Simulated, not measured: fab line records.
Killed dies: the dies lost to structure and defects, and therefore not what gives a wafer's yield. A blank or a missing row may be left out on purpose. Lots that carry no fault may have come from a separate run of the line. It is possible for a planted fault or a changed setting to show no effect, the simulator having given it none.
fab line records	flow nand-harc
[record] lots = 5	wafers = 15	last-day = 33
route steps=1302 shown P_ZERO_WELL@68 P_STI@69 END@1302
lots that met no fault: taken from a fault-free run of the same line
start-h: hours from the record's opening day to when the first of the lot's shown wafers began	wait-h: hours since the lot's step before	" as in the row above	L1.1+2: one row covering several wafers at once	- no value, or no start given	* or withheld: withheld	< > ~ a bound
route shown NAME@n: names a module that has steps shown in the file, with the first one's number in the route	usual: mean/standard deviation of fault-free wafers	same: alike in all rows	chamber/n: place in a boat	sites: readings site by site	_std_site: their standard deviation	_edge_site: mean of outer sites minus mean of inner sites	radius-mm: for every site, how far away it sits from the centre of the wafer	mask NAME#n: copy n	behind: tool/chamber where the wafer was last shaped	hold: what put the lot on hold/how long, in hours/how the hold closed	device: names the non-switching transistor (n, p or np)	end of line: the route-end tests of the same wafers	a step given without rows: its recipe and nothing more	killed: dies that structure and defects cost at the first sort, which is not the same as the wafer's yield	map: the dies of a wafer, with x for killed, . for not killed, _ for no die there
set.NAME: the run value of the setting; set.NAME@STEP: its run value at that earlier step	model.NAME: the simulator's own value behind a step, which no gauge read
certain route steps with their lots: each step a table, each wafer a row
services: when a tool's chamber went out of use (start-h, in hours from the record's first day, below 0 if earlier), for how many hours, and the reason
[[steps]]
[step NHARC_P_ZERO_WELL_INSPECT_43]
[usual] raw-defect-count = 13/6.2
lot.wafer	tool	chamber	start-h	wait-h	raw-defect-count
L729.3	defect-inspect-01	-	27.73	0.4	17
L729.4	"	-	"	"	12
L729.5	"	-	"	"	16
L737.2	defect-inspect-02	-	107.57	0.5	4
L737.4	"	-	"	"	10
L737.6	"	-	"	"	15
L747.2	defect-inspect-01	-	207.46	0.5	7
L747.3	"	-	"	"	8
L747.4	"	-	"	"	11
L750.2	defect-inspect-02	-	238.37	0.5	10
L750.3	"	-	"	"	11
L750.6	"	-	"	"	24
L752.1	defect-inspect-02	-	257.66	0.6	4
L752.3	"	-	"	"	5
L752.6	"	-	"	"	7
[step NHARC_P_STI_ETCH_26]
[recipe] target-depth-a = 110	chemistry = dHF	material = SiO2
[step NHARC_P_STI_PRECLEAN_27]
[recipe] time-s = *	temp-c = 50	bath-age-min = 0	chemistry = SC1
[step NHARC_P_STI_SRD_28]
[step NHARC_P_STI_OXIDE_29]
[recipe] target-thk-a = 100	temp-c = 900	ox-time-s = 1362	material = SiO2
[step NHARC_P_STI_HM_DEP_30]
[recipe] target-thk-a = 800	temp-c = 790	pressure-mtorr = 300	time-s = 873	material = Si3N4
[step NHARC_P_STI_DEHYDRATE_01]
[recipe] temp-c = 150	time-s = 120
[step NHARC_P_STI_HMDS_02]
[recipe] time-s = 30
[step NHARC_P_STI_COAT_41]
[recipe] temp-c = 200	time-s = 65
[step NHARC_P_STI_COAT_03]
[recipe] spin-rpm = 2000	resist-thk-nm = 600
[step NHARC_P_STI_SOFTBAKE_04]
[recipe] temp-c = 125	time-s = 70
[step NHARC_P_STI_EBR_05]
[step NHARC_P_STI_EXPOSE_06]
[recipe] na = 0.55	target-cd-nm = 200	dose-mj = 37.69	mask-id = P_STI
lot.wafer	tool	chamber	start-h	wait-h	mask
L729.3+4+5	krf-scanner-02	0	44.88	-	P_STI#0
L737.2+4+6	krf-scanner-01	0	122.88	-	P_STI_R1#0
L747.2+3+4	krf-scanner-01	0	224.65	-	P_STI#0
L750.2+3+6	krf-scanner-01	0	255.91	-	P_STI#0
L752.1+3+6	krf-scanner-01	0	274.13	-	P_STI#0
[step NHARC_P_STI_PEB_07]
[recipe] peb-temp-c = 128	peb-time-s = 80
[step NHARC_END_SORT_01]
[recipe] temp-c = 25
[usual] killed-at-array = 55/20	killed-at-other = 0.7/0.96	killed-at-periphery = 4.1/2.4	killed-dies = 60/20	killed-open = 3.3/1.9	killed-short = 2.8/1.6
[same] gross-dies = 677
lot.wafer	tool	chamber	start-h	wait-h	killed-at-array	killed-at-other	killed-at-periphery	killed-dies	killed-open	killed-short
L747.2	prober-01	0	748.93	2.8	89	0	3	92	3	0
L747.3	prober-01	0	749.73	3.1	80	0	8	88	3	2
L747.4	prober-01	0	750.54	3.4	88	0	2	90	2	4
// killed by level:class
L747.2 A_CHANNEL_HOLE_D1:chamber-film-flake=29 A_SLIT:chamber-film-flake=29 A_CHANNEL_HOLE_D2:chamber-film-flake=23 A_CONTACT:chamber-film-flake=4 P_GATE:chamber-film-flake=2 A_SOURCE_PLATE:geometric-particle:open=1 A_CHANNEL_HOLE_D1:geometric-particle:open=1 A_DECK1_JOINT:geometric-particle:open=1
L747.3 A_CHANNEL_HOLE_D2:chamber-film-flake=28 A_SLIT:chamber-film-flake=23 A_CHANNEL_HOLE_D1:chamber-film-flake=22 P_GATE:chamber-film-flake=4 A_CONTACT:chamber-film-flake=3 P_GATE:geometric-particle:open=2 A_STAIRCASE:chamber-film-flake=2 P_M0:geometric-particle:open=1
L747.4 A_SLIT:chamber-film-flake=28 A_CHANNEL_HOLE_D1:chamber-film-flake=28 A_CHANNEL_HOLE_D2:chamber-film-flake=22 A_CONTACT:chamber-film-flake=3 A_STAIRCASE:chamber-film-flake=2 P_M0:geometric-particle:short=1 A_CHANNEL_FILL_D1:geometric-particle:short=1 A_DECK1_JOINT:geometric-particle:open=1
[[services]]
tool	chamber	start-h	hours	kind
krf-scanner-01	-	90.91	0.3	repair
krf-scanner-02	-	94.00	4.0	pm
krf-scanner-01	-	140.00	4.0	pm
krf-scanner-01	-	146.91	0.5	repair
krf-scanner-02	-	158.92	0.8	repair
krf-scanner-01	-	234.40	1.8	repair
krf-scanner-02	-	266.00	4.0	pm
krf-scanner-01	-	271.72	0.2	repair
krf-scanner-01	-	273.17	0.4	repair
[[key]]
[first-sign] step = NHARC_P_STI_EXPOSE_06	reading = mask	direction = changed
effect none on later readings
met-at NHARC_P_STI_EXPOSE_06
struck-wafers L737.2,L737.4,L737.6
tester-left-out L737
[fault] kind = wrong-mask	tool = any	chamber = -	onset-h = 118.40	steps = NHARC_P_STI_EXPOSE_06	aux-copy = P_STI_R1#0	cd-offset-nm = 2.563	scope = struck-lots-only
// tester-left-out: of these lots the tester's yield and bins aren't shown, on N5 and GAA mostly nor the transistor test; their killed dies are dies lost to structure and defects alone, not to doping, threshold or leakage, so they don't give the yield
